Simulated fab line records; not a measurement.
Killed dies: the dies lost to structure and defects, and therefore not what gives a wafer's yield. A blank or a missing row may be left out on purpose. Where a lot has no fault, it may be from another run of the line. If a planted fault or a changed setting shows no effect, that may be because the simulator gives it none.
A struck lot beside a sound one | flow n5 finfet | 16 out of 1938 route steps
Sound: the wafers L932.3, L932.5, L932.6. Struck: wafer L945.3. (L945.1, L945.2 of the same lot were not struck and are left out.) The cause comes at the end.
At each step with rows: each side's tool, then ch and its chambers, then its first start. Under that, the readings that differ: sound wafers | struck wafers | difference of the means | sigmas: that difference in standard deviations of wafers without a fault.
alike: a reading whose means differ by less than 2 such deviations, as well as words and numbers matching on both sides. not compared: withheld readings; readings where some wafer has no value; bounds like >300 that might hide an equal value; numbers whose values overlap and for which the record gives no deviation.
A row with sigmas, a row that says differs or no value, or rows on one side alone: a step with any of these is where the two part. Numbers that don't overlap but have no deviation are shown without sigmas and don't part them. Lack of a reading on every wafer of one side parts them only where that side has two or more wafers.

N5_BEOL_M1_ETCH_41: etches SiCN in CH3F/O2, target depth 31.9 nm, time 57.8 s.
  sound on rie diel-05 ch 0,1,2; struck on rie diel-03 ch 2
  alike: CH3F_flow_sccm, drypump motor current A, mfc ar sccm, oes product au, rf vpp V, showerhead plenum p Torr, throttle valve pct
  not compared: rf hours counter h
N5_BEOL_M1_STRIP_97: strips in N2/H2, time 10 s.
  sound on rie diel-05 ch 0,1,2; struck on rie diel-03 ch 2
  reading                         | sound          | struck | difference | sigmas
  rf vpp V (V)                    | 60.4 58.9 60.1 | 57.5   | -2.3       | -3
  showerhead plenum p Torr (Torr) | 2.49 2.65 2.62 | 2.41   | -0.18      | -2
  alike: drypump motor current A, oes product au, throttle valve pct
  not compared: rf hours counter h
N5_BEOL_M1_OCD_MEAS_38:
  sound on ocd-01 at day 7 11:49; struck on ocd-02 at day 11 02:10
  alike: trench depth nm
then, 4 steps without rows for these wafers: N5_BEOL_M1_HM_STRIP_39 (strips TiN in peroxide tin strip, target depth 25 nm, time 158 s); N5_BEOL_M1_SRD_40 (time 30 s); N5_BEOL_M1_PRECLEAN_42 (cleans in residue remover, time 60 s); N5_BEOL_M1_SRD_43 (time 30 s).
N5_BEOL_M1_CD_MEAS_35: target cd 18 nm, target cd y 21 nm.
  sound on cd sem-01 at day 7 11:58; struck on cd sem-01 at day 11 02:19
  alike: cd nm
then, 1 step without rows for these wafers: N5_BEOL_M1_DEGAS_44 (time 60 s).
N5_BEOL_M1_PRE_CLEAN_45: time 30 s.
  sound on pvd sputter-01 at day 7 12:10; struck on pvd sputter-01 at day 11 03:11
  alike: heater power w, susceptor temp C
N5_BEOL_M1_ALD_84: deposits TaN, pulse time 2 s, purge time 3 s, co reactant purge time 2 s.
  sound on ald metal-01 ch 0,2,3, day 7 12:14; struck on ald metal-04 ch 2, day 11 03:15
  alike: heater power w, mfc carrier sccm, susceptor temp C
  not compared: since wet clean h
after that, 1 step had no rows for these wafers: N5_BEOL_M1_SURFACE_TREAT_85.
N5_BEOL_M1_CVD_47: deposits Co from CCTBA/H2, target thk 3 nm, time 223.8 s.
  sound on cvd co-02 ch 1,2, day 7 12:38; struck on cvd co-02 ch 1, day 11 03:53
  reading          | sound             | struck | difference | sigmas
  run length s (s) | 247.0 247.3 247.0 | 253.9  | +6.8       | +12
  not compared: since wet clean h
N5_BEOL_M1_SPUTTER_48: material Cu, target thk 4.5 nm, time 8.29 s.
  sound on pvd sputter-03 at day 7 12:53; struck on pvd sputter-02 at day 11 04:46
  alike: chuck gas flow sccm, susceptor temp C, throttle valve pct
N5_BEOL_M4_RC_MEAS_101:
  sound on prober-02 ch 0, day 9 05:47; struck on prober-02 ch 0, day 12 20:49
  reading       | sound       | struck | difference | sigmas
  ION_N (uA/um) | 666 653 675 | 625    | -40        | -3
  alike: DIBL_N, DIBL_P, IOFF_N, IOFF_P, ION_P, SS_N, SS_P, VT_N, VT_P
-- record jumps: 5 days separate the struck wafers' starts on either side; left off in module BEOL_M4, taken up again in module PASSIVATION, whose first shown step is the route's number 1936 --
N5_PASSIVATION_PROBE_49:
  sound on prober-02 at day 13 11:37; struck on prober-01 at day 17 18:50
  reading              | sound          | struck | difference | sigmas
  sort_bin_8_speed (%) | 0 0.1 0        | 13.3   | +13.3      | +12
  sort n pass          | 1107 1095 1101 | 924    | -177       | -8
  sort yield pct (%)   | 93.8 92.8 93.3 | 78.3   | -15.0      | -8
  alike: defect limited yield, killed_at_M0_to_M3, killed_at_M4_up, killed at contacts, killed at front end, killed at other, killed dies, killed on rim, killed open, killed short, sort_bin_5_function, sort_bin_6_memory

WHERE THEY PART
First at N5_BEOL_M1_STRIP_97; last, within this record, at N5_PASSIVATION_PROBE_49.

WHY: what the simulator had put in
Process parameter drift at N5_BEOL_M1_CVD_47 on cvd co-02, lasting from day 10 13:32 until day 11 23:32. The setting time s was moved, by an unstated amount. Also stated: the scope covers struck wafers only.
